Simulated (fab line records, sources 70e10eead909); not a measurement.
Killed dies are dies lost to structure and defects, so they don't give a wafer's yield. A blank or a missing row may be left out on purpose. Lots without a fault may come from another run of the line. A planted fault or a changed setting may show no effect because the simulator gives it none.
Chamber matching | flow nand_harc | NHARC_A_CONTACT_DESCUM_47 on rie_diel-05: 4 sister chambers
The step chemistry O2, time 3 s. 18 wafers are shown with their chamber, then 9 later ones without.

WAFERS WITH THEIR CHAMBER
wafer  | chamber | showerhead_plenum_p_Torr (Torr) | drypump_motor_current_A (A) | oes_product_au (a.u.)
L075.1 | 3       | 1.83                            | 5.5                         | 1.016
L075.3 | 0       | 1.79                            | 5.6                         | 1.003
L075.4 | 1       | 1.85                            | 5.4                         | 0.995
L076.1 | 2       | 1.83                            | 5.6                         | 0.980
L076.3 | 1       | 1.85                            | 5.4                         | 1.000
L076.6 | 2       | 1.83                            | 5.6                         | 0.964
L078.2 | 0       | 1.79                            | 5.6                         | 1.001
L078.5 | 1       | 1.85                            | 5.3                         | 0.998
L078.6 | 0       | 1.79                            | 5.6                         | 0.990
L080.2 | 0       | 1.79                            | 5.5                         | 0.991
L080.5 | 3       | 1.83                            | 5.5                         | 1.009
L080.6 | 0       | 1.79                            | 5.6                         | 0.997
L084.1 | 3       | 1.83                            | 5.5                         | 1.028
L084.5 | 0       | 1.79                            | 5.6                         | 1.008
L084.6 | 3       | 1.83                            | 5.5                         | 1.028
L087.2 | 3       | 1.83                            | 5.5                         | 1.022
L087.3 | 1       | 1.84                            | 5.4                         | 0.995
L087.4 | 0       | 1.79                            | 5.6                         | 1.008

SIGNATURES (means of the wafers above)
reading                  | chamber 0 | chamber 1 | chamber 2 | chamber 3 | scatter within a chamber
showerhead_plenum_p_Torr | 1.7900    | 1.8475    | 1.8300    | 1.8300    | 0.00231
drypump_motor_current_A  | 5.586     | 5.375     | 5.600     | 5.500     | 0.0339
oes_product_au           | 0.99971   | 0.99700   | 0.97200   | 1.02060   | 0.00727
Rule: a wafer's distance from a chamber is the root of the sum, over the readings, of the square of ((its reading less the chamber's mean) divided by the reading's scatter). The wafer belongs to the nearest chamber; if the next one is less than 2 further off, it can't be placed. The scatter: the root of (the sum of the squares of (reading less its chamber's mean) over the shown wafers, divided by (wafers less chambers)).

WAFERS WITHOUT THEIR CHAMBER
wafer  | showerhead_plenum_p_Torr (Torr) | drypump_motor_current_A (A) | oes_product_au (a.u.)
L091.2 | 1.78                            | 5.6                         | 0.998
L091.3 | 1.83                            | 5.5                         | 1.017
L091.4 | 1.83                            | 5.6                         | 0.994
L092.1 | 1.84                            | 5.4                         | 0.997
L092.2 | 1.78                            | 5.6                         | 0.998
L092.5 | 1.84                            | 5.3                         | 1.008
L095.2 | 1.83                            | 5.5                         | 1.030
L095.4 | 1.83                            | 5.5                         | 1.024
L095.6 | 1.83                            | 5.6                         | 0.992

WHICH CHAMBER EACH WENT THROUGH
wafer  | from the rows above     | in truth
L091.2 | 0                       | 0
L091.3 | 3                       | 3
L091.4 | can't be placed: 2 or 3 | 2
L092.1 | 1                       | 1
L092.2 | 0                       | 0
L092.5 | 1                       | 1
L095.2 | 3                       | 3
L095.4 | 3                       | 3
L095.6 | 2                       | 2
Placed correctly: 8 of 9. Can't be placed from these rows: 1 (the true chamber is among the candidates in 1). Placed wrongly: 0.
